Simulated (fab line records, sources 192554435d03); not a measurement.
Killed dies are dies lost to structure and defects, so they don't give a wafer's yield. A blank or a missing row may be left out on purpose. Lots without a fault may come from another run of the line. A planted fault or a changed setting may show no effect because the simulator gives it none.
Chamber matching | flow n5_finfet | N5_BEOL_M0_SAQP_SPACER2_ETCHBACK_27 on rie_diel-04: 4 sister chambers
The step etches SiO2 in CHF3/O2, target depth 22.5 nm, time 11.25 s. 4 wafers are shown with their chamber, then 7 later ones without.

WAFERS WITH THEIR CHAMBER
wafer  | chamber | showerhead_plenum_p_Torr (Torr)
L084.5 | 1       | 2.50
L085.3 | 3       | 2.28
L087.3 | 0       | 2.40
L087.4 | 2       | 2.39

WAFERS WITHOUT THEIR CHAMBER
wafer  | showerhead_plenum_p_Torr (Torr)
L087.5 | 2.50
L088.1 | 2.40
L088.2 | 2.50
L088.3 | 2.28
L095.4 | 2.49
L095.5 | 2.39
L095.6 | 2.27

WHICH CHAMBER EACH WENT THROUGH
wafer  | from the rows above     | in truth
L087.5 | 1                       | 1
L088.1 | can't be placed: 0 or 2 | 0
L088.2 | 1                       | 1
L088.3 | 3                       | 3
L095.4 | 1                       | 1
L095.5 | can't be placed: 2 or 0 | 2
L095.6 | 3                       | 3
Placed correctly: 5 of 7. Can't be placed from these rows: 2 (the true chamber is among the candidates in 2). Placed wrongly: 0.
How it was worked out, from the rows above alone: a wafer's distance from a chamber is the root of the sum, over the readings, of the square of ((its reading less the chamber's mean) divided by the reading's scatter). The wafer belongs to the nearest chamber; if the next one is less than 2 further off, it can't be placed. A chamber's mean is the mean of its shown wafers. The scatter: with one shown wafer a chamber, the root of the mean of the squares of how far each hidden wafer lies from its nearest shown one.
